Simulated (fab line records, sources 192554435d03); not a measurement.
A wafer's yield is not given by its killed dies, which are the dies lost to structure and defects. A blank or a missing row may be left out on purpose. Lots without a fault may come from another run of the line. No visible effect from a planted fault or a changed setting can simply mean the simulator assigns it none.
fab line records    flow n5-finfet
record lots=14  wafers=42  last-day=18
route steps=1938 shown BEOL_M1@808
lots untouched by any fault: they come from a run of this same line in which no faults occurred
start-h: the number of hours between the record's first day and the start of the first shown wafer of the lot    wait-h: how many hours have passed since the lot's step before this one    " as in the row above    L1.1+2: a row that stands for several wafers    - no value, or no start given    * or withheld: withheld    < > ~ a bound
route shown NAME@n: a module of which the file shows steps, and the number in the route of the first    usual: mean and standard deviation over wafers with no fault    same: alike in all rows    chamber/n: place in a boat    sites: each site's reading    _std_site: the standard deviation of these    _edge_site: outer sites' mean less inner sites'    radius-mm: how far each site lies from the wafer's centre    mask NAME#n: copy n    behind: tool/chamber where the wafer was last shaped    hold: why the lot was held/for how many hours/how that ended    device: transistor that didn't switch, given as n, p or np    end of line: tests run on the same wafers once the route is complete    a step without rows: its recipe alone    killed: at the first sort, the dies lost to defects and structure; wafer yield is something else    map: a wafer's dies, x killed, . not, _ none there
set.NAME: the setting the step ran with; set.NAME@STEP: the setting that earlier step ran with    model.NAME: the simulator's own value behind a step, which no gauge read
steps of the route over a sample of lots; a table a step, a row a wafer
## steps
# step N5_BEOL_M1_CD_MEAS_35
# recipe target-cd-nm=18  target-cd-y-nm=21  polarity=opening
# usual cd-nm=18.0/0.3
lot.wafer  tool       chamber  start-h  wait-h  cd-nm
L433.2     cd-sem-03  -        130.98   0.0     17.4
L433.3     "          -        "        "       18.1
L433.6     "          -        "        "       18.0
L434.2     cd-sem-02  -        136.15   0.0     18.2
L434.4     "          -        "        "       17.9
L434.6     "          -        "        "       18.1
L435.2     cd-sem-03  -        145.07   0.0     17.8
L435.3     "          -        "        "       18.3
L435.5     "          -        "        "       18.0
L436.2     cd-sem-03  -        152.06   0.0     18.2
L436.3     "          -        "        "       17.9
L436.4     "          -        "        "       17.9
L438.2     cd-sem-02  -        160.35   0.0     18.4
L438.3     "          -        "        "       18.0
L438.4     "          -        "        "       18.7
L437.1     cd-sem-02  -        164.12   0.0     18.1
L437.2     "          -        "        "       18.1
L437.5     "          -        "        "       18.5
L440.1     cd-sem-03  -        179.39   0.0     18.1
L440.5     "          -        "        "       18.2
L440.6     "          -        "        "       17.7
L442.1     cd-sem-02  -        187.38   0.0     17.3
L442.5     "          -        "        "       18.1
L442.6     "          -        "        "       17.9
L447.1     cd-sem-02  -        213.55   0.0     17.4
L447.2     "          -        "        "       17.9
L447.3     "          -        "        "       17.7
L448.2     cd-sem-03  -        228.63   0.0     18.6
L448.3     "          -        "        "       18.0
L448.4     "          -        "        "       18.2
L450.2     cd-sem-01  -        234.89   0.0     17.8
L450.4     "          -        "        "       17.7
L450.6     "          -        "        "       18.1
L451.1     cd-sem-01  -        237.54   0.0     18.7
L451.2     "          -        "        "       18.2
L451.5     "          -        "        "       17.9
L452.2     cd-sem-03  -        240.97   0.0     18.3
L452.3     "          -        "        "       18.2
L452.4     "          -        "        "       18.0
L455.2     cd-sem-01  -        267.07   0.0     17.4
L455.3     "          -        "        "       17.5
L455.5     "          -        "        "       17.7
# step N5_BEOL_M1_SPUTTER_79
# recipe material=Cu  target-thk-a=45  temp-c=-20  chamber-pressure-pa=0.07  power-w=withheld  time-s=8.29
# usual chamber-pressure-pa=0.07001/0.00014  chuck-gas-flow-sccm=1.26/0.05  chuck-sensor-temp-C=-15.9/0.39  throttle-valve-pct=29.5/1.2
lot.wafer  tool            chamber  start-h  wait-h  chamber-pressure-pa  chuck-gas-flow-sccm  chuck-sensor-temp-C  throttle-valve-pct
L433.2     pvd-sputter-01  -        132.24   0.1     0.06995              1.26                 -15.9                29.1
L433.3     "               -        "        "       0.07                 1.22                 -16.2                29.7
L433.6     "               -        "        "       0.06998              1.15                 -16.2                29.7
L434.2     pvd-sputter-02  -        136.97   0.1     0.07009              1.15                 -15.5                30.7
L434.4     "               -        "        "       0.06993              1.34                 -16.1                30.1
L434.6     "               -        "        "       0.07004              1.28                 -16.1                29.7
L435.2     pvd-sputter-02  -        146.61   0.1     0.06991              1.30                 -15.4                30.9
L435.3     "               -        "        "       0.07002              1.24                 -16.2                27.3
L435.5     "               -        "        "       0.06993              1.22                 -16.1                27.5
L436.2     pvd-sputter-01  -        153.35   0.1     0.07004              1.23                 -16.2                29.5
L436.3     "               -        "        "       0.07005              1.22                 -15.7                31.0
L436.4     "               -        "        "       0.06995              1.23                 -16.0                29.2
L438.2     pvd-sputter-01  -        161.88   0.1     0.06996              1.32                 -15.8                29.3
L438.3     "               -        "        "       0.07011              1.28                 -16.2                29.8
L438.4     "               -        "        "       0.06999              1.32                 -15.4                27.7
L437.1     pvd-sputter-03  -        166.50   0.1     0.06999              1.23                 -15.9                29.3
L437.2     "               -        "        "       0.0699               1.22                 -16.2                31.2
L437.5     "               -        "        "       0.06986              1.23                 -16.2                30.9
L440.1     pvd-sputter-01  -        181.14   0.1     0.07022              1.29                 -16.2                29.6
L440.5     "               -        "        "       0.06992              1.24                 -15.6                30.9
L440.6     "               -        "        "       0.0703               1.25                 -15.6                27.8
L442.1     pvd-sputter-02  -        188.22   0.1     0.06997              1.31                 -16.2                29.6
L442.5     "               -        "        "       0.06993              1.23                 -15.9                30.1
L442.6     "               -        "        "       0.07004              1.19                 -16.0                29.7
L447.1     pvd-sputter-01  -        214.74   0.1     0.07009              1.24                 -16.2                29.6
L447.2     "               -        "        "       0.07029              1.28                 -16.1                29.1
L447.3     "               -        "        "       0.07003              1.21                 -15.3                27.6
L448.2     pvd-sputter-02  -        229.71   0.1     0.07022              1.24                 -16.0                29.6
L448.3     "               -        "        "       0.07                 1.29                 -16.3                30.0
L448.4     "               -        "        "       0.06997              1.28                 -15.4                31.1
L450.2     pvd-sputter-01  -        235.86   0.1     0.06979              1.20                 -15.1                27.6
L450.4     "               -        "        "       0.07005              1.14                 -15.9                29.2
L450.6     "               -        "        "       0.07005              1.28                 -16.1                29.9
L451.1     pvd-sputter-01  -        238.60   0.1     0.06994              1.24                 -15.8                29.2
L451.2     "               -        "        "       0.07016              1.28                 -15.2                27.8
L451.5     "               -        "        "       0.07006              1.24                 -15.8                29.4
L452.2     pvd-sputter-03  -        242.16   0.1     0.07019              1.27                 -16.7                30.6
L452.3     "               -        "        "       0.06997              1.23                 -16.5                30.9
L452.4     "               -        "        "       0.06987              1.18                 -15.8                28.8
L455.2     pvd-sputter-02  -        268.43   0.1     0.06998              1.20                 -15.2                30.9
L455.3     "               -        "        "       0.06998              1.18                 -16.1                30.1
L455.5     "               -        "        "       0.07007              1.24                 -16.4                27.4
# step N5_BEOL_M1_SPUTTER_86
# recipe material=Cu  target-thk-a=45  temp-c=-20  chamber-pressure-pa=0.07  power-w=withheld  time-s=8.29
# usual chamber-pressure-pa=0.06998/0.00013  chuck-gas-flow-sccm=1.26/0.053  chuck-sensor-temp-C=-15.9/0.37  throttle-valve-pct=29.5/1.2
lot.wafer  tool            chamber  start-h  wait-h  chamber-pressure-pa  chuck-gas-flow-sccm  chuck-sensor-temp-C  throttle-valve-pct
L433.2     pvd-sputter-01  -        132.68   0.1     0.07007              1.29                 -15.9                29.3
L433.3     "               -        "        "       0.06976              1.21                 -16.1                29.9
L433.6     "               -        "        "       0.06986              1.21                 -16.1                29.5
L434.2     pvd-sputter-02  -        137.41   0.1     0.06991              1.13                 -15.3                31.0
L434.4     "               -        "        "       0.07003              1.25                 -16.0                30.1
L434.6     "               -        "        "       0.06999              1.36                 -16.0                29.9
L435.2     pvd-sputter-02  -        147.05   0.1     0.06983              1.28                 -15.3                31.0
L435.3     "               -        "        "       0.06985              1.25                 -16.1                27.4
L435.5     "               -        "        "       0.06988              1.23                 -16.0                27.5
L436.2     pvd-sputter-01  -        153.79   0.1     0.07008              1.22                 -16.1                29.6
L436.3     "               -        "        "       0.06994              1.25                 -15.6                31.0
L436.4     "               -        "        "       0.06991              1.22                 -15.9                29.3
L438.2     pvd-sputter-01  -        162.32   0.1     0.06997              1.27                 -15.7                29.1
L438.3     "               -        "        "       0.06997              1.21                 -16.1                29.5
L438.4     "               -        "        "       0.06966              1.24                 -15.5                27.8
L437.1     pvd-sputter-03  -        166.94   0.1     0.07006              1.31                 -15.7                29.2
L437.2     "               -        "        "       0.07022              1.29                 -16.2                30.8
L437.5     "               -        "        "       0.07012              1.19                 -16.2                31.1
L440.1     pvd-sputter-01  -        181.58   0.1     0.06989              1.25                 -16.1                29.6
L440.5     "               -        "        "       0.06991              1.23                 -15.6                31.1
L440.6     "               -        "        "       0.06995              1.20                 -15.5                27.9
L442.1     pvd-sputter-02  -        188.66   0.1     0.06977              1.24                 -16.0                30.0
L442.5     "               -        "        "       0.07022              1.27                 -16.1                29.6
L442.6     "               -        "        "       0.06982              1.28                 -16.0                29.6
L447.1     pvd-sputter-01  -        215.18   0.1     0.07003              1.18                 -16.1                29.8
L447.2     "               -        "        "       0.07                 1.24                 -15.9                29.1
L447.3     "               -        "        "       0.07014              1.32                 -15.3                27.4
L448.2     pvd-sputter-02  -        230.15   0.1     0.06996              1.36                 -16.1                29.6
L448.3     "               -        "        "       0.06991              1.23                 -16.0                30.2
L448.4     "               -        "        "       0.06997              1.27                 -15.3                30.9
L450.2     pvd-sputter-01  -        236.30   0.1     -                    -                    -                    -
L450.4     "               -        "        "       -                    -                    -                    -
L450.6     "               -        "        "       -                    -                    -                    -
L451.1     pvd-sputter-01  -        239.04   0.1     -                    -                    -                    -
L451.2     "               -        "        "       -                    -                    -                    -
L451.5     "               -        "        "       -                    -                    -                    -
L452.2     pvd-sputter-03  -        242.60   0.1     -                    -                    -                    -
L452.3     "               -        "        "       -                    -                    -                    -
L452.4     "               -        "        "       -                    -                    -                    -
L455.2     pvd-sputter-02  -        268.87   0.1     0.0698               1.27                 -15.3                30.8
L455.3     "               -        "        "       0.07002              1.27                 -16.1                29.7
L455.5     "               -        "        "       0.06967              1.37                 -16.3                27.4
# step N5_BEOL_M1_ANNEAL_91
# recipe temp-c=400  time-s=240  ambient=vacuum
# usual heater-power-w=824/81
lot.wafer  tool            chamber  start-h  wait-h  heater-power-w
L433.2     pvd-sputter-01  -        133.20   0.0     825
L433.3     "               -        "        "       861
L433.6     "               -        "        "       845
L434.2     pvd-sputter-02  -        137.93   0.0     808
L434.4     "               -        "        "       740
L434.6     "               -        "        "       730
L435.2     pvd-sputter-02  -        147.57   0.0     835
L435.3     "               -        "        "       931
L435.5     "               -        "        "       905
L436.2     pvd-sputter-01  -        154.31   0.0     863
L436.3     "               -        "        "       740
L436.4     "               -        "        "       799
L438.2     pvd-sputter-01  -        162.84   0.0     836
L438.3     "               -        "        "       855
L438.4     "               -        "        "       786
L437.1     pvd-sputter-03  -        167.46   0.0     728
L437.2     "               -        "        "       1006
L437.5     "               -        "        "       967
L440.1     pvd-sputter-01  -        182.10   0.0     892
L440.5     "               -        "        "       729
L440.6     "               -        "        "       808
L442.1     pvd-sputter-02  -        189.18   0.0     750
L442.5     "               -        "        "       739
L442.6     "               -        "        "       764
L447.1     pvd-sputter-01  -        215.70   0.0     843
L447.2     "               -        "        "       828
L447.3     "               -        "        "       792
L448.2     pvd-sputter-02  -        230.67   0.0     760
L448.3     "               -        "        "       721
L448.4     "               -        "        "       832
L450.2     pvd-sputter-01  -        236.82   0.0     822
L450.4     "               -        "        "       829
L450.6     "               -        "        "       846
L451.1     pvd-sputter-01  -        239.56   0.0     842
L451.2     "               -        "        "       800
L451.5     "               -        "        "       832
L452.2     pvd-sputter-03  -        243.12   0.0     996
L452.3     "               -        "        "       1006
L452.4     "               -        "        "       851
L455.2     pvd-sputter-02  -        269.39   0.0     820
L455.3     "               -        "        "       733
L455.5     "               -        "        "       908
## key
first-sign step=N5_BEOL_M1_SPUTTER_86  reading=tool-record  direction=missing
effect none on later readings
met-at N5_BEOL_M1_SPUTTER_86
struck-lots L450,L451,L452
rows-end L450.2,L450.4,L450.6,L451.1,L451.2,L451.5,L452.2,L452.3,L452.4
not-acting-at N5_BEOL_M1_CD_MEAS_35,N5_BEOL_M1_SPUTTER_79,N5_BEOL_M1_ANNEAL_91
onset-between 215.18 236.30
fault kind=skipped-step-whole  tool=pvd-sputter-01,pvd-sputter-03  chamber=-  onset-h=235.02  steps=N5_BEOL_M1_SPUTTER_86  scope=struck-lots-only
# rows-end: these wafers met a further fault down the route, and their rows from its step on are left out
